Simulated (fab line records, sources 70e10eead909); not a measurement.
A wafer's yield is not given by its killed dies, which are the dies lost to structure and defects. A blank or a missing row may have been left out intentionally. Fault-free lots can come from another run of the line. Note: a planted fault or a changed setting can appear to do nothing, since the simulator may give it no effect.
Chamber matching ; flow nand-harc ; NHARC_A_M0_ETCH_34 on rie-diel-11 has 4 sister chambers
The step etches the open film in N2/H2, target depth 40 nm, overetch 12 nm, time 43.94 s. 4 wafers are shown with their chamber, then 12 later ones without.

WAFERS PAIRED WITH THEIR CHAMBERS
wafer;chamber;drypump-motor-current-A (A)
L088.1;3;5.6
L088.6;2;6.6
L087.4;0;5.1
L087.6;1;5.8

WAFERS WITHOUT THEIR CHAMBER
wafer;drypump-motor-current-A (A)
L087.1;5.6
L087.2;6.6
L087.5;5.1
L089.1;5.7
L089.3;5.1
L089.4;6.6
L090.3;5.0
L090.5;5.8
L090.6;6.6
L095.2;5.6
L095.4;6.6
L095.6;5.1

WHICH CHAMBER EACH ONE RAN IN
wafer;from the rows above;in truth
L087.1;3;3
L087.2;2;2
L087.5;0;0
L089.1;can't be placed: 1 or 3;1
L089.3;0;0
L089.4;2;2
L090.3;0;0
L090.5;1;1
L090.6;2;2
L095.2;3;3
L095.4;2;2
L095.6;0;0
11 of 12 placed correctly. Can't be placed from these rows: 1 (the true chamber is among the candidates in 1). Number placed wrongly: 0.
How it was worked out, from the rows above alone: a wafer's distance from a chamber is the root of the sum, over the readings, of the square of ((its reading less the chamber's mean) divided by the reading's scatter). The wafer belongs to the nearest chamber; if the next one is less than 2 further off, it can't be placed. A chamber's mean is the mean of its shown wafers. The scatter: with one shown wafer a chamber, the root of the mean of the squares of how far each hidden wafer lies from its nearest shown one.
